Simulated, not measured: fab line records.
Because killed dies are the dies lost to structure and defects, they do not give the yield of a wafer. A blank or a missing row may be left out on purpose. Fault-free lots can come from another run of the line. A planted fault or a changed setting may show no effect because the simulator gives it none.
fab line records | flow n5-finfet
[record] lots = 6 | wafers = 18 | last-day = 17
route steps=1938 shown BEOL_M11@1578 PASSIVATION@1936
lots with no fault: from the same line, run without faults
start-h: hours from the record's first day to the start of the lot's first wafer shown | wait-h: hours from the lot's prior step to this one | " the same as in the row above | L1.1+2: a row that stands for several wafers | - no value, or no start was given | * or withheld: withheld | < > ~ a bound
route shown NAME@n: a module of which the file shows steps, and the number in the route of the first | usual: mean/standard deviation of fault-free wafers | same: alike in all rows | chamber/n: place in a boat | sites: readings site by site | _std_site: their standard deviation | _edge_site: mean of outer sites minus mean of inner sites | radius-mm: how far each site lies from the wafer's centre | mask NAME#n: copy n | behind: the most recent tool/chamber to have shaped the wafer | hold: reason for holding the lot/hours on hold/outcome of the hold | device: the n, p or np transistor that did not switch | end of line: the route-end tests of the same wafers | a step without rows: its recipe alone | killed: dies lost to structure and defects at the first sort, not the wafer's yield | map: dies across one wafer; x = killed, . = not, _ = none there
set.NAME: the setting as run; set.NAME@STEP: as run at that earlier step | model.NAME: the simulator's own value behind a step, which no gauge read
lots at selected steps of the route; one table per step, one row per wafer
services: a tool's chamber out of use, with start hour (start-h, from the record's first day; less than 0 if before it), hours out, and reason
[[steps]]
[step N5_BEOL_M11_TRENCH_ETCH_37]
[recipe] chemistry = C4F6/O2 | target-depth-a = 1488.3 | target = SiCOH_lowk | time-s = 48 | ion-energy-ev = 250 | pressure-mtorr = 30 | source-w = 345 | bias-w = 185 | Ar_flow_sccm = 300 | C4F6_flow_sccm = 10 | O2_flow_sccm = 10
[usual] drypump-motor-current-A = 5.7/0.35 | oes-product-au = 0.82/0.07 | rf-vpp-V = 664/15 | showerhead-plenum-p-Torr = 2.88/0.06 | throttle-valve-pct = 20.82/0.2
lot.wafer | tool        | chamber | start-h | wait-h | drypump-motor-current-A | oes-product-au | rf-hours-counter-h | rf-vpp-V | showerhead-plenum-p-Torr | throttle-valve-pct
L820.2    | rie-diel-04 | 0       | -       | -      | 5.4                     | 0.72           | 192                | 660      | 2.94                     | 20.97
L820.4    | "           | 1       | "       | "      | 5.0                     | 0.74           | 186                | 676      | 2.91                     | 20.51
L820.5    | "           | 3       | "       | "      | 6.1                     | 0.80           | -                  | 693      | 2.89                     | 20.68
L822.1    | rie-diel-01 | 1       | -       | -      | 5.7                     | 0.81           | 76                 | 675      | 2.98                     | 20.84
L822.2    | "           | 3       | "       | "      | 6.2                     | 0.90           | 20                 | 643      | 2.82                     | 20.71
L822.6    | "           | 1       | "       | "      | 5.7                     | 0.82           | -                  | 675      | 2.97                     | 20.82
L823.1    | rie-diel-04 | 3       | -       | -      | 6.1                     | 0.79           | 133                | 693      | 2.89                     | 20.69
L823.3    | "           | 0       | "       | "      | 5.5                     | 0.72           | 196                | 660      | 2.94                     | 20.97
L823.5    | "           | 1       | "       | "      | 5.0                     | 0.72           | -                  | 676      | 2.90                     | 20.54
L824.1    | rie-diel-01 | 0       | -       | -      | 5.7                     | 0.93           | 5                  | 652      | 2.80                     | 20.67
L824.5    | "           | 1       | "       | "      | 5.7                     | 0.81           | -                  | 674      | 2.97                     | 20.83
L824.6    | "           | 2       | "       | "      | 5.8                     | 0.84           | -                  | 666      | 2.79                     | 21.19
L838.3    | rie-diel-01 | 0       | -       | -      | 5.6                     | 0.85           | 34                 | 651      | 2.78                     | 20.71
L838.5    | "           | 1       | "       | "      | 5.7                     | 0.78           | -                  | 674      | 2.96                     | 20.87
L838.6    | "           | 2       | "       | "      | 5.8                     | 0.82           | -                  | 666      | 2.78                     | 21.22
L839.2    | rie-diel-05 | 3       | -       | -      | 5.8                     | 0.80           | 55                 | 658      | 2.93                     | 20.57
L839.3    | "           | 0       | "       | "      | 5.0                     | 0.97           | 7                  | 656      | 2.93                     | 20.66
L839.4    | "           | 1       | "       | "      | 5.6                     | 0.79           | 97                 | 656      | 2.90                     | 20.98
[step N5_BEOL_M11_ETCH_41]
[recipe] chemistry = CH3F/O2 | target = SiCN | target-depth-a = 426 | taper-deg = 2 | time-s = 86 | ion-energy-ev = 120 | mask-material = TiN | pressure-mtorr = 30 | source-w = 395 | bias-w = 75 | Ar_flow_sccm = 150 | CH3F_flow_sccm = 30 | O2_flow_sccm = 20
[usual] drypump-motor-current-A = 5.7/0.35 | oes-product-au = 0.82/0.071 | rf-vpp-V = 297.6/1.3 | showerhead-plenum-p-Torr = 2.02/0.045 | throttle-valve-pct = 16.19/0.19
lot.wafer | tool        | chamber | start-h | wait-h | drypump-motor-current-A | oes-product-au | rf-hours-counter-h | rf-vpp-V | showerhead-plenum-p-Torr | throttle-valve-pct
L820.2    | rie-diel-04 | 0       | -       | -      | 5.4                     | 0.73           | 192                | 299.1    | 2.07                     | 16.40
L820.4    | "           | 1       | "       | "      | 4.9                     | 0.73           | 186                | 298.0    | 2.04                     | 16.05
L820.5    | "           | 3       | "       | "      | 6.1                     | 0.81           | -                  | 299.1    | 2.03                     | 16.04
L822.1    | rie-diel-01 | 1       | -       | -      | 5.7                     | 0.82           | 76                 | 300.7    | 2.10                     | 16.25
L822.2    | "           | 3       | "       | "      | 6.2                     | 0.90           | 20                 | 296.4    | 1.98                     | 16.00
L822.6    | "           | 1       | "       | "      | 5.7                     | 0.82           | -                  | 299.2    | 2.10                     | 16.26
L823.1    | rie-diel-04 | 3       | -       | -      | 6.1                     | 0.80           | 133                | 297.7    | 2.03                     | 16.04
L823.3    | "           | 0       | "       | "      | 5.4                     | 0.72           | 196                | 299.5    | 2.06                     | 16.40
L823.5    | "           | 1       | "       | "      | 4.9                     | 0.73           | -                  | 298.7    | 2.04                     | 16.07
L824.1    | rie-diel-01 | 0       | -       | -      | 5.6                     | 0.94           | 5                  | 297.3    | 1.97                     | 16.03
L824.5    | "           | 1       | "       | "      | 5.7                     | 0.81           | -                  | 299.1    | 2.10                     | 16.27
L824.6    | "           | 2       | "       | "      | 5.8                     | 0.85           | -                  | 295.6    | 1.96                     | 16.47
L838.3    | rie-diel-01 | 0       | -       | -      | 5.6                     | 0.86           | 34                 | 295.2    | 1.96                     | 16.10
L838.5    | "           | 1       | "       | "      | 5.7                     | 0.78           | -                  | 298.3    | 2.09                     | 16.35
L838.6    | "           | 2       | "       | "      | 5.8                     | 0.82           | -                  | 296.4    | 1.95                     | 16.51
L839.2    | rie-diel-05 | 3       | -       | -      | 5.8                     | 0.81           | 55                 | 296.8    | 2.06                     | 15.91
L839.3    | "           | 0       | "       | "      | 5.0                     | 0.98           | 7                  | 298.4    | 2.06                     | 15.94
L839.4    | "           | 1       | "       | "      | 5.6                     | 0.79           | 97                 | 297.4    | 2.04                     | 16.33
[step N5_BEOL_M11_STRIP_77]
[recipe] chemistry = N2/H2 | time-s = 10 | power-w = 450 | temp-c = 40 | pressure-mtorr = 20 | rf-frequency-hz = 6e+07 | bias-power-w = 7 | n2-flow-sccm = 200 | h2-flow-sccm = 200
[usual] drypump-motor-current-A = 5.7/0.35 | oes-product-au = 0.82/0.069 | rf-vpp-V = 59.3/0.86 | showerhead-plenum-p-Torr = 2.56/0.069 | throttle-valve-pct = 23.4/0.36
lot.wafer | tool        | chamber | start-h | wait-h | drypump-motor-current-A | oes-product-au | rf-hours-counter-h | rf-vpp-V | showerhead-plenum-p-Torr | throttle-valve-pct
L820.2    | rie-diel-04 | 0       | -       | -      | 5.5                     | 0.73           | 192                | 60.1     | 2.62                     | 23.4
L820.4    | "           | 1       | "       | "      | 5.0                     | 0.73           | 186                | 57.9     | 2.65                     | 23.5
L820.5    | "           | 3       | "       | "      | 6.1                     | 0.81           | -                  | 59.6     | 2.52                     | 22.8
L822.1    | rie-diel-01 | 1       | -       | -      | 5.7                     | 0.83           | 76                 | 58.4     | 2.68                     | 23.9
L822.2    | "           | 3       | "       | "      | 6.2                     | 0.89           | 20                 | 59.8     | 2.50                     | 23.4
L822.6    | "           | 1       | "       | "      | 5.7                     | 0.84           | -                  | 59.8     | 2.68                     | 23.9
L823.1    | rie-diel-04 | 3       | -       | -      | 6.1                     | 0.81           | 133                | 59.3     | 2.52                     | 22.8
L823.3    | "           | 0       | "       | "      | 5.4                     | 0.73           | 196                | 58.3     | 2.61                     | 23.4
L823.5    | "           | 1       | "       | "      | 5.0                     | 0.73           | -                  | 59.4     | 2.65                     | 23.5
L824.1    | rie-diel-01 | 0       | -       | -      | 5.6                     | 0.93           | 5                  | 59.0     | 2.48                     | 22.9
L824.5    | "           | 1       | "       | "      | 5.7                     | 0.83           | -                  | 60.3     | 2.68                     | 23.9
L824.6    | "           | 2       | "       | "      | 5.8                     | 0.85           | -                  | 59.1     | 2.46                     | 23.7
L838.3    | rie-diel-01 | 0       | -       | -      | 5.6                     | 0.86           | 34                 | 58.5     | 2.46                     | 22.9
L838.5    | "           | 1       | "       | "      | 5.7                     | 0.79           | -                  | 58.3     | 2.67                     | 24.0
L838.6    | "           | 2       | "       | "      | 5.8                     | 0.82           | -                  | 58.5     | 2.45                     | 23.7
L839.2    | rie-diel-05 | 3       | -       | -      | 5.8                     | 0.82           | 55                 | 59.5     | 2.56                     | 22.7
L839.3    | "           | 0       | "       | "      | 5.0                     | 0.95           | 7                  | 59.4     | 2.60                     | 23.5
L839.4    | "           | 1       | "       | "      | 5.6                     | 0.81           | 97                 | 58.7     | 2.56                     | 23.6
[step N5_BEOL_M11_OCD_MEAS_38]
[usual] trench-depth-nm = 148/3.3
lot.wafer | tool   | chamber | start-h | wait-h | trench-depth-nm
L820.2    | ocd-01 | -       | 238.45  | -      | 146
L820.4    | "      | -       | "       | "      | 151
L820.5    | "      | -       | "       | "      | 154
L822.1    | ocd-02 | -       | 245.46  | -      | 146
L822.2    | "      | -       | "       | "      | 149
L822.6    | "      | -       | "       | "      | 147
L823.1    | ocd-01 | -       | 253.67  | -      | 152
L823.3    | "      | -       | "       | "      | 146
L823.5    | "      | -       | "       | "      | 151
L824.1    | ocd-01 | -       | 269.07  | -      | 148
L824.5    | "      | -       | "       | "      | 145
L824.6    | "      | -       | "       | "      | 151
L838.3    | ocd-02 | -       | 352.05  | -      | 144
L838.5    | "      | -       | "       | "      | 143
L838.6    | "      | -       | "       | "      | 150
L839.2    | ocd-02 | -       | 359.04  | -      | 140
L839.3    | "      | -       | "       | "      | 153
L839.4    | "      | -       | "       | "      | 146
[step N5_BEOL_M11_HM_STRIP_39]
[recipe] chemistry = peroxide-tin-strip | material = TiN | target-depth-a = 250 | temp-c = 50 | time-s = 158
[step N5_BEOL_M11_SRD_40]
[recipe] time-s = 30 | temp-c = 23 | rinse-liquid = diw | dry = ipa-marangoni
[step N5_BEOL_M11_PRECLEAN_42]
[recipe] chemistry = residue-remover | time-s = 60 | temp-c = 40
[step N5_BEOL_M11_SRD_43]
[recipe] time-s = 30 | temp-c = 23 | rinse-liquid = diw | dry = ipa-marangoni
[step N5_BEOL_M11_CD_MEAS_35]
[recipe] target-cd-nm = 70 | polarity = opening
[usual] cd-nm = 70.2/0.75
lot.wafer | tool      | chamber | start-h | wait-h | cd-nm
L820.2    | cd-sem-03 | -       | 238.61  | 0.0    | 71.4
L820.4    | "         | -       | "       | "      | 70.3
L820.5    | "         | -       | "       | "      | 71.0
L822.1    | cd-sem-02 | -       | 245.61  | 0.0    | 70.0
L822.2    | "         | -       | "       | "      | 70.4
L822.6    | "         | -       | "       | "      | 70.1
L823.1    | cd-sem-02 | -       | 253.83  | 0.0    | 71.8
L823.3    | "         | -       | "       | "      | 69.5
L823.5    | "         | -       | "       | "      | 70.3
L824.1    | cd-sem-02 | -       | 269.23  | 0.0    | 69.0
L824.5    | "         | -       | "       | "      | 70.0
L824.6    | "         | -       | "       | "      | 68.7
L838.3    | cd-sem-02 | -       | 352.21  | 0.0    | 70.7
L838.5    | "         | -       | "       | "      | 70.5
L838.6    | "         | -       | "       | "      | 70.7
L839.2    | cd-sem-02 | -       | 359.21  | 0.0    | 69.7
L839.3    | "         | -       | "       | "      | 68.9
L839.4    | "         | -       | "       | "      | 68.4
[step N5_BEOL_M11_CURE_72]
[recipe] temp-c = 370 | time-s = 120 | ambient = DMADMS/He | material = SiCOH_lowk
[step N5_BEOL_M11_DEGAS_44]
[recipe] ambient = vacuum | temp-c = 250 | time-s = 60
[usual] heater-power-w = 333/17
lot.wafer | tool           | chamber | start-h | wait-h | heater-power-w
L820.2    | pvd-sputter-02 | -       | 239.08  | 0.3    | 302
L820.4    | "              | -       | "       | "      | 329
L820.5    | "              | -       | "       | "      | 340
L822.1    | pvd-sputter-03 | -       | 246.44  | 0.7    | 308
L822.2    | "              | -       | "       | "      | 353
L822.6    | "              | -       | "       | "      | 357
L823.1    | pvd-sputter-01 | -       | 257.23  | 3.2    | 330
L823.3    | "              | -       | "       | "      | 345
L823.5    | "              | -       | "       | "      | 343
L824.1    | pvd-sputter-03 | -       | 269.78  | 0.5    | 358
L824.5    | "              | -       | "       | "      | 342
L824.6    | "              | -       | "       | "      | 329
L838.3    | pvd-sputter-03 | -       | 352.73  | 0.3    | 335
L838.5    | "              | -       | "       | "      | 361
L838.6    | "              | -       | "       | "      | 307
L839.2    | pvd-sputter-03 | -       | 360.04  | 0.2    | 308
L839.3    | "              | -       | "       | "      | 356
L839.4    | "              | -       | "       | "      | 337
[step N5_BEOL_M11_PRE_CLEAN_45]
[recipe] gas = H2/He | time-s = 30 | temp-c = 250
[usual] heater-power-w = 332/17
lot.wafer | tool           | chamber | start-h | wait-h | heater-power-w
L820.2    | pvd-sputter-02 | -       | 239.12  | 0.0    | 300
L820.4    | "              | -       | "       | "      | 341
L820.5    | "              | -       | "       | "      | 338
L822.1    | pvd-sputter-03 | -       | 246.48  | 0.0    | 313
L822.2    | "              | -       | "       | "      | 349
L822.6    | "              | -       | "       | "      | 351
L823.1    | pvd-sputter-01 | -       | 257.27  | 0.0    | 325
L823.3    | "              | -       | "       | "      | 340
L823.5    | "              | -       | "       | "      | 344
L824.1    | pvd-sputter-03 | -       | 269.82  | 0.0    | 353
L824.5    | "              | -       | "       | "      | 346
L824.6    | "              | -       | "       | "      | 333
L838.3    | pvd-sputter-03 | -       | 352.77  | 0.0    | 342
L838.5    | "              | -       | "       | "      | 353
L838.6    | "              | -       | "       | "      | 313
L839.2    | pvd-sputter-03 | -       | 360.08  | 0.0    | 307
L839.3    | "              | -       | "       | "      | 353
L839.4    | "              | -       | "       | "      | 337
[step N5_BEOL_M11_ALD_74]
[recipe] material = TaN | target-thk-a = 20 | temp-c = 275 | ald-precursor-family = PDMAT | ald-co-reactant = NH3 | pressure-torr = 3 | carrier-flow-sccm = 1500 | pulse-time-s = 2 | purge-time-s = 3 | co-reactant-purge-time-s = 2 | co-reactant-pulse-time-s = 3 | ald-cycles = 40 | precursor-vessel-temp-c = 75 | precursor-vessel-pressure-torr = 26.25 | precursor-vessel-carrier-sccm = 1000
[usual] ald-cycles = 40/0 | chamber-pressure-Torr = 3.000/0.0065 | heater-power-w = 407/48
[same] co-reactant-purge-time-s = 2 | pulse-time-s = 2
lot.wafer | tool         | chamber | start-h | wait-h | ald-cycles | chamber-pressure-Torr | heater-power-w | model.TaN_of_BEOL_M11_ALD_74.thk-nm
L820.2    | ald-metal-04 | 2       | 239.18  | 0.0    | 40         | 2.990                 | 391            | 2
L820.4    | "            | 1       | "       | "      | 40         | 2.999                 | 446            | 2
L820.5    | "            | 2       | "       | "      | 40         | 3.009                 | 397            | 2
L822.1    | ald-metal-03 | 0       | 246.57  | 0.1    | 40         | 3.009                 | 394            | 2
L822.2    | "            | 1       | "       | "      | 40         | 2.994                 | 504            | 2
L822.6    | "            | 0       | "       | "      | 40         | 2.998                 | 399            | 2
L823.1    | ald-metal-03 | 3       | 257.33  | 0.0    | 40         | 2.994                 | 446            | 2
L823.3    | "            | 0       | "       | "      | 48         | 3.004                 | 403            | 2.4
L823.5    | "            | 2       | "       | "      | 40         | 3.001                 | 495            | 2
L824.1    | ald-metal-03 | 0       | 269.88  | 0.0    | 40         | 3.005                 | 402            | 2
L824.5    | "            | 2       | "       | "      | 40         | 2.998                 | 478            | 2
L824.6    | "            | 3       | "       | "      | 48         | 2.997                 | 442            | 2.4
L838.3    | ald-metal-01 | 3       | 352.85  | 0.1    | 40         | 3.003                 | 443            | 2
L838.5    | "            | 2       | "       | "      | 40         | 3.006                 | 349            | 2
L838.6    | "            | 0       | "       | "      | 40         | 3.000                 | 338            | 2
L839.2    | ald-metal-04 | 1       | 360.14  | 0.0    | 40         | 3.011                 | 446            | 2
L839.3    | "            | 2       | "       | "      | 40         | 3.004                 | 393            | 2
L839.4    | "            | 3       | "       | "      | 40         | 3.010                 | 438            | 2
[step N5_BEOL_M11_SURFACE_TREAT_76]
[recipe] gas = Ar | time-s = * | ion-energy-ev = * | ion-current-ma-cm2 = 0.5 | pressure-mtorr = * | ar-flow-sccm = 30
[step N5_PASSIVATION_PROBE_49]
[usual] defect-limited-yield = 91.4/1.4 | killed_at_M0_to_M3 = 34/8.9 | killed_at_M4_up = 13/4.6 | killed-at-contacts = 12/5.5 | killed-at-front-end = 41/11 | killed-at-other = 3.1/2.9 | killed-dies = 102/16 | killed-open = 66/11 | killed-short = 34/7.6 | sort_bin_5_function = 5.1/0.89 | sort_bin_6_memory = 3.2/0.61 | sort_bin_8_speed = 0.02/0.12 | sort-n-pass = 1078/16
[same] gross-dies = 1180 | killed-at-back-side = 0 | sort_bin_4_leakage[%] = 0
lot.wafer | tool      | chamber | start-h | wait-h | defect-limited-yield[%] | killed_at_M0_to_M3 | killed_at_M4_up | killed-at-contacts | killed-at-front-end | killed-at-other | killed-dies | killed-open | killed-short | sort_bin_5_function[%] | sort_bin_6_memory[%] | sort_bin_8_speed[%] | sort-n-pass
L820.2    | prober-02 | -       | 281.31  | 0.1    | 90.6                    | 24                 | 14              | 8                  | 65                  | 0               | 111         | 65          | 39           | 5.3                    | 3.3                  | 0                   | 1069
L820.4    | prober-02 | -       | 281.41  | 0.2    | 91.1                    | 25                 | 19              | 10                 | 51                  | 0               | 105         | 73          | 32           | 5.0                    | 3.5                  | 0                   | 1075
L820.5    | prober-02 | -       | 281.46  | 0.2    | 91.4                    | 28                 | 16              | 12                 | 44                  | 1               | 101         | 69          | 29           | 5.1                    | 2.8                  | 0                   | 1079
// killed by level:class
L820.2 FIN_SAQP:geometric-particle:open=22 FIN_SAQP:geometric-particle:short=10 STI_FIN_REVEAL:geometric-particle:open=8 MOL_CONTACT_COAG:geometric-particle:open=8 BEOL_M0_SAQP:geometric-particle:short=7 HKMG_FIN:area-etch=7 GATE_CUT:geometric-particle:short=6 BEOL_M2:geometric-particle:open=4
L820.4 FIN_SAQP:geometric-particle:open=15 FIN_SAQP:geometric-particle:short=14 DUMMY_GATE:geometric-particle:open=8 MOL_CONTACT_COAG:geometric-particle:open=7 BEOL_M1:geometric-particle:open=7 BEOL_M2:geometric-particle:open=6 BEOL_M4:geometric-particle:open=6 BEOL_M0_SAQP:geometric-particle:open=5
L820.5 DUMMY_GATE:geometric-particle:open=10 MOL_CONTACT_COAG:geometric-particle:open=10 FIN_SAQP:geometric-particle:open=8 BEOL_M3:geometric-particle:open=7 BEOL_M3:geometric-particle:short=7 FIN_SAQP:geometric-particle:short=6 BEOL_M1:geometric-particle:open=5 BEOL_M4:geometric-particle:open=5
[[services]]
tool         | chamber | start-h | hours | kind
rie-diel-01  | 0       | 229.39  | -     | clean
rie-diel-01  | 0       | 229.39  | -     | consumable-replace:focus-ring
rie-diel-01  | 0       | 229.39  | 20.3  | scheduled-down
rie-diel-01  | 0       | 229.39  | 20.3  | vent-cycle
rie-diel-05  | 0       | 231.27  | 1.3   | repair
rie-diel-01  | 2       | 241.99  | 4.6   | repair
ald-metal-03 | 0       | 251.81  | 3.2   | repair
ald-metal-03 | 1       | 254.75  | 14.2  | repair
rie-diel-01  | 2       | 279.08  | 5.3   | repair
rie-diel-05  | 0       | 301.90  | 5.6   | repair
ald-metal-04 | -       | 304.74  | 6.0   | pm
ald-metal-01 | -       | 319.58  | 0.7   | repair
rie-diel-05  | 0       | 319.78  | -     | clean
rie-diel-05  | 0       | 319.78  | -     | consumable-replace:focus-ring
rie-diel-05  | 0       | 319.78  | 18.1  | scheduled-down
rie-diel-05  | 0       | 319.78  | 18.1  | vent-cycle
ald-metal-03 | -       | 327.63  | 0.4   | repair
ald-metal-01 | -       | 337.35  | 14.0  | pm
ald-metal-01 | 0       | 337.35  | 14.0  | vent-cycle
ald-metal-01 | 1       | 337.35  | 15.8  | vent-cycle
rie-diel-01  | 3       | 339.32  | 3.9   | repair
ald-metal-03 | 2       | 346.96  | 3.7   | repair
rie-diel-05  | 1       | 352.70  | 1.2   | repair
rie-diel-01  | 2       | 358.50  | 3.5   | repair
[[key]]
[first-sign] step = N5_BEOL_M11_ALD_74 | reading = ald-cycles | direction = up | sigmas = 99+ | usual = * | struck = *
effect none on later readings
[model-effect] step = N5_BEOL_M11_ALD_74 | value = TaN_of_BEOL_M11_ALD_74.thk-nm | without = 2 | struck = 2.4
met-at N5_BEOL_M11_ALD_74
struck-wafers L823.3,L824.6
onset-between 246.57 257.33
[fault] kind = process-parameter-drift | tool = ald-metal-03 | chamber = - | onset-h = 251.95 | steps = N5_BEOL_M11_ALD_74 | channel = ald-cycles | offset = * | shape = step | end-h = 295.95 | scope = struck-wafers-only | acts-in = * | stated = *
